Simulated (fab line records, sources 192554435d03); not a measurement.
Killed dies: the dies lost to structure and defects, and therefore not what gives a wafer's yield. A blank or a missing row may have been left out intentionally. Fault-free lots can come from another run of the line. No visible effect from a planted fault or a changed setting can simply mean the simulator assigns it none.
What tool caused it?    flow n5 finfet    Sampling: 10 lots, 30 wafers, 5 of 1938 route steps

== WHAT THE GAUGES READ, wafer by wafer ==
N5_BEOL_M4_RC_MEAS_101.
lot   measured      on         DIBL_N (mV/V)
L356  day 8 15:07   prober-01  36.4 34.1 35.7
L357  day 8 21:29   prober-01  35.8 35.2 34.1
L358  day 9 03:50   prober-01  36.7 38.0 37.8
L360  day 9 22:43   prober-01  38.0 39.0 38.1
L364  day 10 18:33  prober-01  35.4 36.5 34.9
L365  day 11 01:11  prober-01  35.4 33.9 36.6
L367  day 11 03:19  prober-01  37.4 37.2 37.9
L368  day 12 00:56  prober-02  35.4 35.3 36.4
L370  day 12 08:25  prober-01  37.9 36.9 38.5
L376  day 13 15:23  prober-02  37.4 36.6 37.8

== TOOL THAT RAN EACH LOT (tool first, then ch and the chambers of the sampled wafers, then the start) ==
lot   N5_BEOL_M3_PRE_CLEAN_60           N5_BEOL_M3_DEP_57                N5_BEOL_M4_ILD_DEP_00            N5_BEOL_M4_HM_DEP_02
L356  cvd co-02 ch 0,1, day 8 01:46     pecvd-01 ch 0,1,2, day 8 01:58   pecvd-04 ch 0,2, day 8 02:06     pvd sputter-01, day 8 03:55
L357  cvd co-02 ch 1,2, day 8 10:36     pecvd-04 ch 0,1, day 8 10:46     pecvd-04 ch 1,2, day 8 10:53     pvd sputter-02, day 8 11:30
L358  cvd co-01 ch 0,1,2, day 8 17:10   pecvd-04 ch 0,1,2, day 8 17:19   pecvd-03 ch 0,1,2, day 8 17:27   pvd sputter-02, day 8 18:07
L360  cvd co-01 ch 1,2, day 9 10:01     pecvd-04 ch 0,1,2, day 9 10:11   pecvd-01 ch 0,1,2, day 9 10:19   pvd sputter-01, day 9 11:55
L364  cvd co-01 ch 1,2, day 10 03:10    pecvd-01 ch 0,1, day 10 03:20    pecvd-03 ch 0,1, day 10 03:29    pvd sputter-02, day 10 04:07
L365  cvd co-02 ch 0,1, day 10 16:43    pecvd-01 ch 1,2, day 10 16:53    pecvd-01 ch 0,1, day 10 17:01    pvd sputter-03, day 10 17:55
L367  cvd co-01 ch 0,1,2, day 10 18:32  pecvd-02 ch 0,1,2, day 10 18:42  pecvd-04 ch 0,1,2, day 10 18:50  pvd sputter-03, day 10 19:57
L368  cvd co-02 ch 0,1, day 11 10:50    pecvd-02 ch 0,1, day 11 10:59    pecvd-04 ch 0,1,2, day 11 11:07  pvd sputter-03, day 11 14:19
L370  cvd co-02 ch 0,1, day 11 20:49    pecvd-01 ch 0,1,2, day 11 20:58  pecvd-01 ch 0,1,2, day 11 21:06  pvd sputter-01, day 11 22:49
L376  cvd co-02 ch 0,1,2, day 13 03:17  pecvd-04 ch 0,1,2, day 13 03:26  pecvd-04 ch 0,1,2, day 13 03:34  pvd sputter-02, day 13 03:48
- N5_BEOL_M3_PRE_CLEAN_60: time 15 s.
- N5_BEOL_M3_DEP_57: deposits SiCN from 3MS/NH3, target thk 8 nm, time 14 s.
- N5_BEOL_M4_ILD_DEP_00: deposits SiOC from DEMS/O2, target thk 79 nm, time 15.3 s.
- N5_BEOL_M4_HM_DEP_02: deposits TiN, target thk 20 nm.

== THE ANSWER, worked out from the rows above alone ==
Rule: usual is defined by the lots themselves. Put in order of their means at a reading, lots are off if they are a third of the lots or fewer, leave a main group of 4 or more, and stand apart from it by a gap of 3 or more times the standard deviation of the main group's means; of several such gaps the widest counts. A main group whose means are all the same, to the digits that the tables above print for the reading, isn't used. A lot without any number at a reading at which 4 lots or more have one is off too. Where the step has rows for the other lots, those lots are counted as sound.
None of the lots is off at any reading shown; this tells nothing.

== WHAT THE SIMULATOR PUT IN ==
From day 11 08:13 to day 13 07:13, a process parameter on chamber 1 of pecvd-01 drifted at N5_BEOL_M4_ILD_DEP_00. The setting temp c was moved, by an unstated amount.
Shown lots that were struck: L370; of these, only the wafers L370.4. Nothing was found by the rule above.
